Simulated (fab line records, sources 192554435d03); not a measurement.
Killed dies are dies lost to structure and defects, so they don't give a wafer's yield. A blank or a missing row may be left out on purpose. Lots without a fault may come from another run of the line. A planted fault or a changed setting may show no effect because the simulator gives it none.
Chamber matching | flow n5_finfet | N5_BEOL_M5_CURE_80 on uv_cure-03: 3 sister chambers
The step cures SiCOH lowk, time 120 s. 3 wafers are shown with their chamber, then 12 later ones without.

WAFERS WITH THEIR CHAMBER
wafer  | chamber | lamp_power_pct (%)
L080.5 | 0       | 52.48
L088.6 | 1       | 52.33
L087.6 | 2       | 52.32

WAFERS WITHOUT THEIR CHAMBER
wafer  | lamp_power_pct (%)
L093.1 | 52.35
L093.3 | 52.31
L093.4 | 52.36
L093.2 | 52.50
L093.5 | 52.33
L093.6 | 52.25
L095.1 | 52.27
L095.2 | 52.19
L095.3 | 52.33
L096.3 | 52.33
L096.5 | 52.38
L096.6 | 52.25

WHICH CHAMBER EACH WENT THROUGH
wafer  | from the rows above          | in truth
L093.1 | can't be placed: 1 or 2      | 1
L093.3 | can't be placed: 2 or 1      | 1
L093.4 | can't be placed: 1 or 2 or 0 | 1
L093.2 | 0                            | 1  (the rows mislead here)
L093.5 | can't be placed: 1 or 2      | 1
L093.6 | can't be placed: 2 or 1      | 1
L095.1 | can't be placed: 2 or 1      | 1
L095.2 | can't be placed: 2 or 1      | 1
L095.3 | can't be placed: 1 or 2      | 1
L096.3 | can't be placed: 1 or 2      | 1
L096.5 | can't be placed: 1 or 2 or 0 | 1
L096.6 | can't be placed: 2 or 1      | 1
Placed correctly: 0 of 12. Can't be placed from these rows: 11 (the true chamber is among the candidates in 11). Placed wrongly: 1.
How it was worked out, from the rows above alone: a wafer's distance from a chamber is the root of the sum, over the readings, of the square of ((its reading less the chamber's mean) divided by the reading's scatter). The wafer belongs to the nearest chamber; if the next one is less than 2 further off, it can't be placed. A chamber's mean is the mean of its shown wafers. The scatter: with one shown wafer a chamber, the root of the mean of the squares of how far each hidden wafer lies from its nearest shown one.
